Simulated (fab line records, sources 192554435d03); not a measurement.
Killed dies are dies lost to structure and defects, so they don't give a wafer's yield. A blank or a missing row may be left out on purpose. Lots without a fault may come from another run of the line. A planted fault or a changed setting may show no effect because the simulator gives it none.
Which tool did it? | flow n5_finfet | 10 lots, 30 wafers sampled, at 1 step of a route of 1938

WHAT THE GAUGES READ, wafer by wafer
N5_BEOL_M4_RC_MEAS_101.
lot  | measured     | on        | DIBL_N (mV/V)
L386 | day 8 06:04  | prober-02 | 34.3 35.2 35.5
L390 | day 9 18:49  | prober-02 | 38.8 35.9 37.8
L391 | day 9 20:58  | prober-01 | 36.2 35.4 36.4
L392 | day 10 00:01 | prober-01 | 38.3 35.9 37.5
L393 | day 10 11:13 | prober-01 | 36.3 37.1 36.9
L394 | day 10 18:02 | prober-02 | 36.5 36.8 37.5
L404 | day 13 00:58 | prober-02 | 36.2 35.5 36.5
L405 | day 13 06:30 | prober-01 | 36.0 35.5 34.7
L407 | day 13 13:08 | prober-01 | 35.8 34.8 37.9
L408 | day 13 16:08 | prober-02 | 37.0 36.4 36.7

WHICH TOOL RAN EACH LOT (tool, then ch and the chambers of the sampled wafers, then the start)
The record holds no process step before these readings.

THE ANSWER, worked out from the rows above alone
Rule: what is usual is taken from the lots themselves. Put in order of their means at a reading, lots are off if they are a third of the lots or fewer, leave a main group of 4 or more, and stand apart from it by a gap of 3 or more times the standard deviation of the main group's means; of several such gaps the widest counts. A main group whose means are all the same, to the digits that the tables above print for the reading, isn't used. A lot without any number at a reading at which 4 lots or more have one is off too. The other lots that the step has rows for count as sound.
No lot is off at any reading shown: from this, nothing can be told.

WHAT THE SIMULATOR HAD PUT IN
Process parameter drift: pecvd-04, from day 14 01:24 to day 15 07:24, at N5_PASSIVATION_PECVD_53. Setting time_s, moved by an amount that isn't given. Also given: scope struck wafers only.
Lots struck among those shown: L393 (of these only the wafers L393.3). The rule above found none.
